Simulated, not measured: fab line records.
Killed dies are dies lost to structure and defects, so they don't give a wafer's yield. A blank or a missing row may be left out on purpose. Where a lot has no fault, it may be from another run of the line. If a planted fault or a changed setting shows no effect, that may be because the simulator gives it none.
fab line records -- flow n5_finfet
record: lots: 7, wafers: 21
route steps=1938 shown HKMG_FIN@386 GATE_CUT@466 MOL_CONTACT_COAG@523 BEOL_M0_SAQP@643
start_h: start of the lot's first displayed wafer, in hours after the record's first day -- wait_h: hours since the lot's step before -- " repeats the value in the row above -- L1.1+2: a single row standing in for several wafers -- - no value, or no start given -- * or withheld: withheld -- < > ~ a bound
route shown NAME@n: names a module that has steps shown in the file, with the first one's number in the route -- usual: the fault-free wafers' mean and standard deviation -- same: alike in all rows -- chamber/n: place in a boat -- sites: each site's reading -- _std_site: the values' standard deviation -- _edge_site: outer sites' mean less inner sites' -- radius_mm: how far each site lies from the wafer's centre -- mask NAME#n: copy n -- behind: tool/chamber where the wafer was last shaped -- hold: what put the lot on hold/how long, in hours/how the hold closed -- device: names the non-switching transistor (n, p or np) -- end of line: at the end of the route, the tests of the same wafers -- a step given without rows: its recipe and nothing more -- killed: not the wafer's yield, but the dies lost to structure and defects at the first sort -- map: shows each die of a wafer: x if killed, . if not, _ if none is there
set.NAME: the setting as run; set.NAME@STEP: as run at that earlier step -- model.NAME: the simulator's own value behind a step, which no gauge read
lots run with intentionally changed settings; tables by step, rows by wafer
== steps ==
step: N5_HKMG_FIN_HK_ALD_01
recipe: material: HfO2, target_thk_a: 16, temp_c: withheld, ald_precursor_family: HfCl4, ald_co_reactant: H2O, pulse_time_s: 3, purge_time_s: 3, co_reactant_purge_time_s: 2.5, co_reactant_pulse_time_s: 0.3, ald_cycles: 30
lot.wafer,tool,chamber,start_h,wait_h,set.ald_cycles
L074.2+4,ald_hk-03,"1,0",70.70,0.0,30
L074.3,ald_hk-03,3,70.70,0.0,33
L076.1,ald_hk-01,3,86.91,0.0,30
L076.3+6,ald_hk-01,"2,3",86.91,0.0,27
L082.1+4+5,ald_hk-01,"0,3,3",121.19,0.0,30
L086.2,ald_hk-03,1,142.74,0.0,30
L086.5+6,ald_hk-03,"2,3",142.74,0.0,26
L094.2+4,ald_hk-01,"0,1",190.39,0.0,30
L094.3,ald_hk-01,2,190.39,0.0,33
L095.2+4+5,ald_hk-03,"2,0,3",197.64,0.0,30
L097.1+6,ald_hk-02,"3,2",209.69,0.0,30
L097.3,ald_hk-02,1,209.69,0.0,32
step: N5_HKMG_FIN_COAT_43
recipe: resist: CAR-ArF, spin_rpm: 1500, resist_thk_nm: 90
lot.wafer,tool,chamber,start_h,wait_h,set.spin_rpm,model.CAR-ArF_of_HKMG_FIN_COAT_43.thk_nm
L074.2,litho_track-05,0,-,-,1500,90
L074.3,litho_track-05,0,-,-,1396,93.8
L074.4,litho_track-05,0,-,-,1396,93.6
L076.1,litho_track-04,0,-,-,1617,86.4
L076.3,litho_track-04,0,-,-,1500,89.6
L076.6,litho_track-04,0,-,-,1617,86
L082.1,litho_track-02,0,-,-,1500,89.6
L082.4,litho_track-02,0,-,-,1500,90
L082.5,litho_track-02,0,-,-,1500,89.4
L086.2,litho_track-04,0,-,-,1663,85.6
L086.5+6,litho_track-04,0,-,-,1500,90
L094.2+3,litho_track-05,0,-,-,1500,89.8
L094.4,litho_track-05,0,-,-,1500,90
L095.2+5,litho_track-02,0,-,-,1500,89.8
L095.4,litho_track-02,0,-,-,1500,89.6
L097.1,litho_track-02,0,-,-,1500,90
L097.3,litho_track-02,0,-,-,1500,89.8
L097.6,litho_track-02,0,-,-,1378,93.6
step: N5_HKMG_FIN_EBR_45
recipe: solvent: PGMEA, ebr_width_mm: 1.5
step: N5_HKMG_FIN_SOFTBAKE_44
recipe: temp_c: 110, time_s: 60, resist: CAR-ArF
step: N5_HKMG_FIN_DESCUM_53
recipe: chemistry: O2, time_s: 7.9, source_power_w: 50, bias_power_w: 20, pressure_mtorr: 20, rf_frequency_hz: 2.712e+07, temp_c: 40, resist: CAR-ArF, o2_flow_sccm: 225
lot.wafer,tool,chamber,start_h,wait_h,set.spin_rpm@HKMG_FIN_COAT_43,model.CAR-ArF_of_HKMG_FIN_COAT_43.thk_nm
L074.2,rie_diel-01,2,72.01,0.3,1500,83.4
L074.3+4,rie_diel-01,"3,1",72.01,0.3,1396,87.2
L076.1,rie_diel-02,0,87.82,0.0,1617,79.8
L076.3,rie_diel-02,2,87.82,0.0,1500,83
L076.6,rie_diel-02,2,87.82,0.0,1617,79.4
L082.1,rie_diel-02,3,122.26,0.0,1500,83
L082.4,rie_diel-02,2,122.26,0.0,1500,83.4
L082.5,rie_diel-02,1,122.26,0.0,1500,82.8
L086.2,rie_diel-06,0,143.88,0.0,1663,79
L086.5+6,rie_diel-06,"3,0",143.88,0.0,1500,83.6
L094.2+3+4,rie_diel-01,"0,3,1",191.94,0.5,1500,83.4
L095.2+5,rie_diel-02,0,198.83,0.2,1500,83.2
L095.4,rie_diel-02,0,198.83,0.2,1500,83
L097.1,rie_diel-01,3,210.72,0.0,1500,83.4
L097.3,rie_diel-01,0,210.72,0.0,1500,83.2
L097.6,rie_diel-01,2,210.72,0.0,1378,87
step: N5_HKMG_FIN_ETCH_54
recipe: chemistry: CF4, target: SiARC, target_depth_a: 455, mask_material: CAR-ArF, time_s: 75.8, ion_energy_ev: 80, pressure_mtorr: 40, source_w: 545, bias_w: 36, Ar_flow_sccm: 100, cf4_flow_sccm: 100, ends: cleared
step: N5_HKMG_FIN_ETCH_55
recipe: chemistry: N2/H2, target: SOC, target_depth_a: 2400, temp_c: 40, time_s: 300, ion_energy_ev: 200, mask_material: SiARC, pressure_mtorr: 30, source_w: 840, bias_w: 150, n2_flow_sccm: 200, h2_flow_sccm: 200
step: N5_HKMG_FIN_WET_ETCH_82
recipe: chemistry: dHCl, mix: 1:10000, temp_c: 25, target: La2O3, stop_on: HfO2, target_depth_nm: 2, dry: ipa_marangoni, rinse_time_s: 30, rinse_temp_c: 23
step: N5_HKMG_FIN_ALD_36
recipe: material: TiN, target_thk_a: 10, temp_c: 400, ald_precursor_family: TiCl4, ald_co_reactant: NH3, pulse_time_s: 1, purge_time_s: 3, co_reactant_purge_time_s: 2, co_reactant_pulse_time_s: 2, ald_cycles: 47, pressure_torr: 3
step: N5_HKMG_FIN_THK_MEAS_70
recipe: thk_meas_gauge: xrf, reads: HfO2_of_HKMG_FIN_HK_ALD_01
usual: HK_THK: 1.621/0.018
lot.wafer,tool,chamber,start_h,wait_h,set.ald_cycles@HKMG_FIN_HK_ALD_01,HK_THK[nm]
L074.2,film_metro-02,-,74.67,0.2,30,1.598
L074.3,film_metro-02,-,74.67,0.2,33,1.760
L074.4,film_metro-02,-,74.67,0.2,30,1.588
L076.1,film_metro-01,-,90.35,0.2,30,1.590
L076.3,film_metro-01,-,90.35,0.2,27,1.465
L076.6,film_metro-01,-,90.35,0.2,27,1.450
L082.1,film_metro-01,-,124.67,0.2,30,1.647
L082.4,film_metro-01,-,124.67,0.2,30,1.619
L082.5,film_metro-01,-,124.67,0.2,30,1.622
L086.2,film_metro-01,-,146.40,0.2,30,1.621
L086.5,film_metro-01,-,146.40,0.2,26,1.407
L086.6,film_metro-01,-,146.40,0.2,26,1.400
L094.2,film_metro-02,-,194.45,0.2,30,1.608
L094.3,film_metro-02,-,194.45,0.2,33,1.789
L094.4,film_metro-02,-,194.45,0.2,30,1.640
L095.2,film_metro-01,-,201.62,0.2,30,1.608
L095.4,film_metro-01,-,201.62,0.2,30,1.613
L095.5,film_metro-01,-,201.62,0.2,30,1.617
L097.1,film_metro-02,-,213.38,0.2,30,1.653
L097.3,film_metro-02,-,213.38,0.2,32,1.749
L097.6,film_metro-02,-,213.38,0.2,30,1.608
step: N5_GATE_CUT_ETCH_56
recipe: chemistry: Cl2/Ar, target: TiN, target_depth_a: 216, pressure_mtorr: 10, icp_w: 600, bias_w: 60, Cl2_flow_sccm: 40, Ar_flow_sccm: 60
lot.wafer,tool,chamber,start_h,wait_h,set.icp_w,model.etch.depth_nm
L074.2,rie_metal-02,0,80.04,0.1,600,22.09
L074.3,rie_metal-02,1,80.04,0.1,600,22.28
L074.4,rie_metal-02,0,80.04,0.1,661.4,24.29
L076.1,rie_metal-02,0,96.08,0.1,600,21.84
L076.3,rie_metal-02,1,96.08,0.1,600,22.25
L076.6,rie_metal-02,0,96.08,0.1,600,21.96
L082.1,rie_metal-02,1,130.32,0.2,600,22.09
L082.4,rie_metal-02,1,130.32,0.2,600,22.16
L082.5,rie_metal-02,1,130.32,0.2,659.9,23.85
L086.2,rie_metal-01,0,151.89,0.1,600,21.92
L086.5,rie_metal-01,1,151.89,0.1,507.7,18.82
L086.6,rie_metal-01,0,151.89,0.1,600,21.93
L094.2,rie_metal-03,0,199.94,0.1,673.6,24.04
L094.3,rie_metal-03,1,199.94,0.1,673.6,23.58
L094.4,rie_metal-03,0,199.94,0.1,673.6,24.23
L095.2,rie_metal-01,1,207.24,0.1,600,21.56
L095.4,rie_metal-01,1,207.24,0.1,600,21.63
L095.5,rie_metal-01,0,207.24,0.1,600,22.04
L097.1,rie_metal-01,1,219.17,0.1,600,21.55
L097.3,rie_metal-01,1,219.17,0.1,600,21.67
L097.6,rie_metal-01,0,219.17,0.1,600,21.97
step: N5_MOL_CONTACT_COAG_EXPOSE_05
recipe: mask_id: CA, na: 0.33, source_shape: annular, sigma_inner: 0.4, sigma_outer: 0.8, polarization: unpolarized, defocus_nm: 0, dose_mj: 38.25
lot.wafer,tool,chamber,start_h,wait_h,mask,set.dose_mj
L074.2+3,euv_scanner-02,0,87.66,-,CA#0,38.25
L074.4,euv_scanner-02,0,87.66,-,CA#0,35.51
L076.1+3+6,euv_scanner-02,0,104.16,-,CA#0,38.25
L082.1+4+5,euv_scanner-02,0,138.02,-,CA#0,38.25
L086.2+5,euv_scanner-01,0,159.50,-,CA#0,40.3
L086.6,euv_scanner-01,0,159.50,-,CA#0,38.25
L094.2+3,euv_scanner-01,0,207.17,-,CA#0,36.37
L094.4,euv_scanner-01,0,207.17,-,CA#0,38.25
L095.2+4+5,euv_scanner-01,0,214.56,-,CA#0,38.25
L097.1+3+6,euv_scanner-01,0,226.64,-,CA#0,38.25
step: N5_MOL_CONTACT_COAG_PEB_06
recipe: peb_temp_c: 100, peb_time_s: 60, resist: CAR-EUV
step: N5_MOL_CONTACT_COAG_DEVELOP_07
recipe: develop_time_s: 30, developer: TMAH, resist: CAR-EUV, rinse_liquid: surfactant_rinse, dry: air_spin, dev_temp_c: 23
step: N5_MOL_CONTACT_COAG_CD_MEAS_08
recipe: target_cd_nm: 28, landing_energy_ev: 500, detector: se_inlens, polarity: opening
usual: cd_nm: 28.05/0.26
lot.wafer,tool,chamber,start_h,wait_h,set.dose_mj@MOL_CONTACT_COAG_EXPOSE_05,cd_nm
L074.2,cd_sem-02,0,87.78,-,38.25,27.77
L074.3,cd_sem-02,0,87.78,-,38.25,27.70
L074.4,cd_sem-02,0,87.78,-,35.51,26.29
L076.1,cd_sem-02,0,104.29,-,38.25,28.14
L076.3,cd_sem-02,0,104.29,-,38.25,28.09
L076.6,cd_sem-02,0,104.29,-,38.25,28.35
L082.1,cd_sem-01,0,138.15,-,38.25,28.19
L082.4,cd_sem-01,0,138.15,-,38.25,28.21
L082.5,cd_sem-01,0,138.15,-,38.25,28.09
L086.2,cd_sem-03,0,159.62,-,40.3,28.98
L086.5,cd_sem-03,0,159.62,-,40.3,29.09
L086.6,cd_sem-03,0,159.62,-,38.25,28.08
L094.2,cd_sem-03,0,207.30,-,36.37,27.12
L094.3,cd_sem-03,0,207.30,-,36.37,27.05
L094.4,cd_sem-03,0,207.30,-,38.25,27.49
L095.2,cd_sem-02,0,214.69,-,38.25,27.93
L095.4,cd_sem-02,0,214.69,-,38.25,27.71
L095.5,cd_sem-02,0,214.69,-,38.25,28.02
L097.1,cd_sem-01,0,226.77,-,38.25,28.24
L097.3,cd_sem-01,0,226.77,-,38.25,28.07
L097.6,cd_sem-01,0,226.77,-,38.25,27.90
step: N5_MOL_CONTACT_COAG_DESCUM_13
recipe: chemistry: O2, time_s: 7, source_power_w: 50, bias_power_w: 20, pressure_mtorr: 20, rf_frequency_hz: 2.712e+07, temp_c: 40, resist: CAR-EUV, o2_flow_sccm: 225
step: N5_MOL_CONTACT_COAG_ETCH_59
recipe: chemistry: N2/H2, target: underlayer, target_depth_a: 130, mask_material: CAR-EUV, time_s: 10.4, ion_energy_ev: 200, pressure_mtorr: 30, source_w: 840, bias_w: 150, n2_flow_sccm: 200, h2_flow_sccm: 200, ends: cleared
lot.wafer,tool,chamber,start_h,wait_h,set.dose_mj@MOL_CONTACT_COAG_EXPOSE_05,model.MOL_CONTACT_COAG.cd_offset_nm
L074.2+3,rie_diel-01,"0,2",87.98,0.0,38.25,-0.2
L074.4,rie_diel-01,3,87.98,0.0,35.51,-2
L076.1+3+6,rie_diel-06,"1,2,1",104.45,0.0,38.25,0
L082.1+4+5,rie_diel-06,"3,1,2",138.31,0.0,38.25,0.2
L086.2,rie_diel-06,0,160.06,0.0,40.3,1
L086.5,rie_diel-06,1,160.06,0.0,40.3,1.2
L086.6,rie_diel-06,0,160.06,0.0,38.25,0
L094.2+3,rie_diel-02,"0,2",207.46,0.0,36.37,-1
L094.4,rie_diel-02,3,207.46,0.0,38.25,0
L095.2,rie_diel-06,1,215.42,0.0,38.25,0.4
L095.4,rie_diel-06,0,215.42,0.0,38.25,0
L095.5,rie_diel-06,3,215.42,0.0,38.25,0.2
L097.1+6,rie_diel-01,1,226.93,0.0,38.25,0
L097.3,rie_diel-01,0,226.93,0.0,38.25,-0.2
step: N5_MOL_CONTACT_COAG_ETCH_105
recipe: chemistry: CF4, target: SiARC, target_depth_a: 156, mask_material: CAR-EUV, time_s: 26, ion_energy_ev: 80, pressure_mtorr: 40, source_w: 545, bias_w: 36, Ar_flow_sccm: 100, cf4_flow_sccm: 100, ends: cleared
usual: rf_vpp_V: 184.3/1.2
lot.wafer,tool,chamber,start_h,wait_h,set.bias_w,set.dose_mj@MOL_CONTACT_COAG_EXPOSE_05,rf_vpp_V,model.MOL_CONTACT_COAG.cd_offset_nm
L074.2,rie_diel-01,0,88.00,0.0,36,38.25,182.7,-0.2
L074.3,rie_diel-01,2,88.00,0.0,36,38.25,184.9,-0.2
L074.4,rie_diel-01,3,88.00,0.0,36,35.51,185.9,-2
L076.1,rie_diel-06,1,104.47,0.0,36,38.25,183.5,0.2
L076.3,rie_diel-06,2,104.47,0.0,40.89,38.25,201.6,0
L076.6,rie_diel-06,1,104.47,0.0,40.89,38.25,197.9,0.2
L082.1,rie_diel-06,3,138.33,0.0,36,38.25,182.4,0.2
L082.4,rie_diel-06,1,138.33,0.0,36,38.25,184.2,0.2
L082.5,rie_diel-06,2,138.33,0.0,36,38.25,184.9,0.2
L086.2,rie_diel-06,0,160.08,0.0,36,40.3,182.2,1
L086.5,rie_diel-06,1,160.08,0.0,39.25,40.3,192.5,1.2
L086.6,rie_diel-06,0,160.08,0.0,39.25,38.25,193.7,0
L094.2,rie_diel-02,0,207.48,0.0,36,36.37,185.2,-1
L094.3,rie_diel-02,2,207.48,0.0,37.71,36.37,192.3,-1
L094.4,rie_diel-02,3,207.48,0.0,37.71,38.25,188.8,-0.2
L095.2,rie_diel-06,1,215.44,0.0,36,38.25,182.3,0.4
L095.4,rie_diel-06,0,215.44,0.0,36,38.25,185.1,0
L095.5,rie_diel-06,3,215.44,0.0,36,38.25,184.0,0.2
L097.1,rie_diel-01,1,226.95,0.0,36,38.25,184.8,-0.2
L097.3,rie_diel-01,0,226.95,0.0,36,38.25,183.6,-0.2
L097.6,rie_diel-01,1,226.95,0.0,33.27,38.25,175.6,-0.2
step: N5_MOL_CONTACT_COAG_ETCH_106
recipe: chemistry: N2/H2, target: SOC, target_depth_a: 800, overetch_a: 160, mask_material: SiARC, temp_c: 40, time_s: 120, ion_energy_ev: 200, pressure_mtorr: 30, source_w: 840, bias_w: 150, n2_flow_sccm: 200, h2_flow_sccm: 200
step: N5_MOL_CONTACT_COAG_STRIP_107
recipe: chemistry: N2/H2, temp_c: 40, n2_flow_sccm: 200, h2_flow_sccm: 200, rf_frequency_hz: 6e+07
step: N5_MOL_CONTACT_COAG_STRIP_108
recipe: chemistry: N2/H2, temp_c: 40, n2_flow_sccm: 200, h2_flow_sccm: 200, rf_frequency_hz: 6e+07
step: N5_MOL_CONTACT_COAG_CONTACT_ETCH_14
recipe: chemistry: C4F6/O2, target: SiO2, target_depth_a: 275, overetch_a: 85, mask_material: SOC, pressure_mtorr: 30, source_w: 370, bias_w: 185, Ar_flow_sccm: 300, C4F6_flow_sccm: 16, O2_flow_sccm: 10, time_s: 20, ion_energy_ev: 259.6
lot.wafer,tool,chamber,start_h,wait_h,set.dose_mj@MOL_CONTACT_COAG_EXPOSE_05,model.MOL_CONTACT_COAG.cd_offset_nm
L074.2,rie_diel-01,0,88.13,0.0,38.25,-0.2
L074.3,rie_diel-01,2,88.13,0.0,38.25,0
L074.4,rie_diel-01,3,88.13,0.0,35.51,-2
L076.1+3+6,rie_diel-06,"1,2,1",104.60,0.0,38.25,0
L082.1+5,rie_diel-06,"3,2",138.46,0.0,38.25,0.2
L082.4,rie_diel-06,1,138.46,0.0,38.25,0.4
L086.2+5,rie_diel-06,"0,1",160.21,0.0,40.3,1
L086.6,rie_diel-06,0,160.21,0.0,38.25,-0.2
L094.2,rie_diel-02,0,207.61,0.0,36.37,-1.2
L094.3,rie_diel-02,2,207.61,0.0,36.37,-0.8
L094.4,rie_diel-02,3,207.61,0.0,38.25,0
L095.2+4+5,rie_diel-06,"1,0,3",215.57,0.0,38.25,0.2
L097.1,rie_diel-01,1,227.07,0.0,38.25,0
L097.3,rie_diel-01,0,227.07,0.0,38.25,-0.2
L097.6,rie_diel-01,1,227.07,0.0,38.25,0.2
step: N5_MOL_CONTACT_COAG_STRIP_109
recipe: chemistry: C4F6/O2, resist: SiARC, rf_frequency_hz: 6e+07
step: N5_MOL_CONTACT_COAG_ETCH_15
recipe: chemistry: CH3F/O2, target: SiNx, target_depth_a: 70, mask_material: SOC, stop_on: Si:P, over_etch_frac: 0.75, ion_energy_ev: 120, pressure_mtorr: 30, source_w: 395, bias_w: 73, Ar_flow_sccm: 150, CH3F_flow_sccm: 30, O2_flow_sccm: 20
step: N5_MOL_CONTACT_COAG_ETCH_110
recipe: chemistry: CF4/O2, target: Si, target_depth_a: 25, time_s: 8, pressure_mtorr: 100, source_w: 200, bias_w: 12, ion_energy_ev: 60, Ar_flow_sccm: 100, cf4_flow_sccm: 100, O2_flow_sccm: 10
step: N5_MOL_CONTACT_COAG_STRIP_98
recipe: chemistry: N2/H2, power_w: 500, temp_c: 40, pressure_mtorr: 50, rf_frequency_hz: 6e+07, overash_fraction: 0.3, bias_power_w: 8, h2_frac: 0.5, n2_flow_sccm: 300, h2_flow_sccm: 300
step: N5_MOL_CONTACT_COAG_CD_MEAS_99
recipe: target_cd_nm: 17.2, polarity: opening
usual: cd_nm: 17.28/0.28
lot.wafer,tool,chamber,start_h,wait_h,set.dose_mj@MOL_CONTACT_COAG_EXPOSE_05,cd_nm
L074.2,cd_sem-01,-,88.34,-,38.25,17.27
L074.3,cd_sem-01,-,88.34,-,38.25,17.68
L074.4,cd_sem-01,-,88.34,-,35.51,15.14
L076.1,cd_sem-02,-,104.81,-,38.25,17.25
L076.3,cd_sem-02,-,104.81,-,38.25,17.19
L076.6,cd_sem-02,-,104.81,-,38.25,17.33
L082.1,cd_sem-01,-,138.68,-,38.25,17.59
L082.4,cd_sem-01,-,138.68,-,38.25,17.30
L082.5,cd_sem-01,-,138.68,-,38.25,17.48
L086.2,cd_sem-01,-,160.43,-,40.3,18.46
L086.5,cd_sem-01,-,160.43,-,40.3,18.40
L086.6,cd_sem-01,-,160.43,-,38.25,17.15
L094.2,cd_sem-01,-,207.83,-,36.37,15.92
L094.3,cd_sem-01,-,207.83,-,36.37,16.52
L094.4,cd_sem-01,-,207.83,-,38.25,17.30
L095.2,cd_sem-02,-,215.79,-,38.25,17.12
L095.4,cd_sem-02,-,215.79,-,38.25,16.98
L095.5,cd_sem-02,-,215.79,-,38.25,17.38
L097.1,cd_sem-01,-,227.29,-,38.25,16.78
L097.3,cd_sem-01,-,227.29,-,38.25,17.10
L097.6,cd_sem-01,-,227.29,-,38.25,17.02
step: N5_MOL_CONTACT_COAG_ALD_133
recipe: material: SiO2, target_thk_a: 50, temp_c: 100, ald_precursor_family: BDEAS, ald_co_reactant: O2-plasma, pulse_time_s: 1, co_reactant_pulse_time_s: 1, purge_time_s: 2, co_reactant_purge_time_s: 2, ald_cycles: 35, pressure_torr: 2
lot.wafer,tool,chamber,start_h,wait_h,set.ald_cycles,model.SiO2_of_MOL_CONTACT_COAG_ALD_133.thk_nm
L074.2,ald_sin-03,3,99.40,0.1,35,5
L074.3+4,ald_sin-03,"1,2",99.40,0.1,30,4.2
L076.1+3,ald_sin-01,"2,0",115.45,0.1,41,5.8
L076.6,ald_sin-01,2,115.45,0.1,35,5
L082.1,ald_sin-03,2,151.99,0.1,35,5
L082.4+5,ald_sin-03,3,151.99,0.1,33,4.6
L086.2,ald_sin-03,1,172.82,0.1,40,5.8
L086.5,ald_sin-03,0,172.82,0.1,35,5
L086.6,ald_sin-03,1,172.82,0.1,40,5.6
L094.2,ald_sin-02,3,220.61,0.1,35,5
L094.3+4,ald_sin-02,"2,1",220.61,0.1,31,4.4
L095.2+4+5,ald_sin-01,"1,2,3",228.68,0.5,35,5
L097.1+3+6,ald_sin-03,"3,1,3",237.97,0.1,35,5
step: N5_MOL_CONTACT_COAG_VIA_ETCH_117
recipe: chemistry: C4F6/O2, target_depth_a: 400, overetch_a: 80, mask_material: SOC, target: SiO2, bias_w: 455, pressure_mtorr: 10, time_s: 26, source_w: 325, Ar_flow_sccm: 300, C4F6_flow_sccm: 10, O2_flow_sccm: 10, ion_energy_ev: 575.3, ends: end_point
usual: rf_vpp_V: 1583/14
lot.wafer,tool,chamber,start_h,wait_h,set.bias_w,rf_vpp_V
L074.2,rie_diel-06,1,99.75,0.0,503.6,1693
L074.3,rie_diel-06,2,99.75,0.0,455,1582
L074.4,rie_diel-06,1,99.75,0.0,455,1568
L076.1,rie_diel-01,3,115.80,0.0,455,1599
L076.3,rie_diel-01,0,115.80,0.0,455,1566
L076.6,rie_diel-01,2,115.80,0.0,455,1567
L082.1,rie_diel-01,1,152.33,0.0,455,1604
L082.4,rie_diel-01,0,152.33,0.0,455,1567
L082.5,rie_diel-01,2,152.33,0.0,455,1568
L086.2,rie_diel-02,2,173.21,0.0,455,1590
L086.5,rie_diel-02,3,173.21,0.0,455,1595
L086.6,rie_diel-02,1,173.21,0.0,500.1,1683
L094.2,rie_diel-06,3,220.95,0.0,455,1581
L094.3,rie_diel-06,1,220.95,0.0,492.4,1662
L094.4,rie_diel-06,2,220.95,0.0,455,1580
L095.2,rie_diel-01,0,229.16,0.0,455,1566
L095.4,rie_diel-01,2,229.16,0.0,455,1566
L095.5,rie_diel-01,3,229.16,0.0,455,1597
L097.1,rie_diel-01,0,238.31,0.0,455,1566
L097.3,rie_diel-01,3,238.31,0.0,455,1597
L097.6,rie_diel-01,3,238.31,0.0,455,1597
step: N5_BEOL_M0_SAQP_COAT_08
recipe: resist: CAR-ArF, spin_rpm: 1500, resist_thk_nm: 90
lot.wafer,tool,chamber,start_h,wait_h,set.spin_rpm,model.CAR-ArF_of_BEOL_M0_SAQP_COAT_08.thk_nm
L074.2+4,litho_track-04,0,-,-,1434,91.8
L074.3,litho_track-04,0,-,-,1500,89.6
L076.1,litho_track-03,0,-,-,1500,89.6
L076.3+6,litho_track-03,0,-,-,1500,90
L082.1,litho_track-04,0,-,-,1500,90
L082.4,litho_track-04,0,-,-,1416,92.6
L082.5,litho_track-04,0,-,-,1416,92.4
L086.2,litho_track-04,0,-,-,1369,93.6
L086.5,litho_track-04,0,-,-,1500,89.4
L086.6,litho_track-04,0,-,-,1500,89.6
L094.2+3,litho_track-03,0,-,-,1337,95
L094.4,litho_track-03,0,-,-,1500,89.8
L095.2+4,litho_track-03,0,-,-,1500,90
L095.5,litho_track-03,0,-,-,1500,89.8
L097.1+3+6,litho_track-02,0,-,-,1500,90.2
== key ==
split: step: N5_HKMG_FIN_HK_ALD_01, setting: ald_cycles, stated: 30, by: wafer
response: step: N5_HKMG_FIN_THK_MEAS_70, reading: HK_THK, change: +0.016, per: 1%, r: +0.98
split: step: N5_HKMG_FIN_COAT_43, setting: spin_rpm, stated: 1500, by: wafer
response: step: N5_HKMG_FIN_COAT_43, reading: model.CAR-ArF_of_HKMG_FIN_COAT_43.thk_nm, change: -0.444, per: 1%, r: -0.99
response: step: N5_HKMG_FIN_DESCUM_53, reading: model.CAR-ArF_of_HKMG_FIN_COAT_43.thk_nm, change: -0.454, per: 1%, r: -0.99
split: step: N5_GATE_CUT_ETCH_56, setting: icp_w, stated: 600, by: wafer
response: step: N5_GATE_CUT_ETCH_56, reading: model.etch.depth_nm, change: +0.196, per: 1%, r: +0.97
split: step: N5_MOL_CONTACT_COAG_EXPOSE_05, setting: dose_mj, stated: 38.25, by: wafer
response: step: N5_MOL_CONTACT_COAG_CD_MEAS_08, reading: cd_nm, change: +0.167, per: 1%, r: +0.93
response: step: N5_MOL_CONTACT_COAG_ETCH_59, reading: model.MOL_CONTACT_COAG.cd_offset_nm, change: +0.228, per: 1%, r: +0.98
response: step: N5_MOL_CONTACT_COAG_ETCH_105, reading: model.MOL_CONTACT_COAG.cd_offset_nm, change: +0.218, per: 1%, r: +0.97
response: step: N5_MOL_CONTACT_COAG_CONTACT_ETCH_14, reading: model.MOL_CONTACT_COAG.cd_offset_nm, change: +0.24, per: 1%, r: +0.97
response: step: N5_MOL_CONTACT_COAG_CD_MEAS_99, reading: cd_nm, change: +0.278, per: 1%, r: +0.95
split: step: N5_MOL_CONTACT_COAG_ETCH_105, setting: bias_w, stated: 36, by: wafer
response: step: N5_MOL_CONTACT_COAG_ETCH_105, reading: rf_vpp_V, change: +1.18, per: 1%, r: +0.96
split: step: N5_MOL_CONTACT_COAG_ALD_133, setting: ald_cycles, stated: 35, by: wafer
response: step: N5_MOL_CONTACT_COAG_ALD_133, reading: model.SiO2_of_MOL_CONTACT_COAG_ALD_133.thk_nm, change: +0.0512, per: 1%, r: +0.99
split: step: N5_MOL_CONTACT_COAG_VIA_ETCH_117, setting: bias_w, stated: 455, by: wafer
response: step: N5_MOL_CONTACT_COAG_VIA_ETCH_117, reading: rf_vpp_V, change: +10.1, per: 1%, r: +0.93
split: step: N5_BEOL_M0_SAQP_COAT_08, setting: spin_rpm, stated: 1500, by: wafer
response: step: N5_BEOL_M0_SAQP_COAT_08, reading: model.CAR-ArF_of_BEOL_M0_SAQP_COAT_08.thk_nm, change: -0.473, per: 1%, r: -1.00
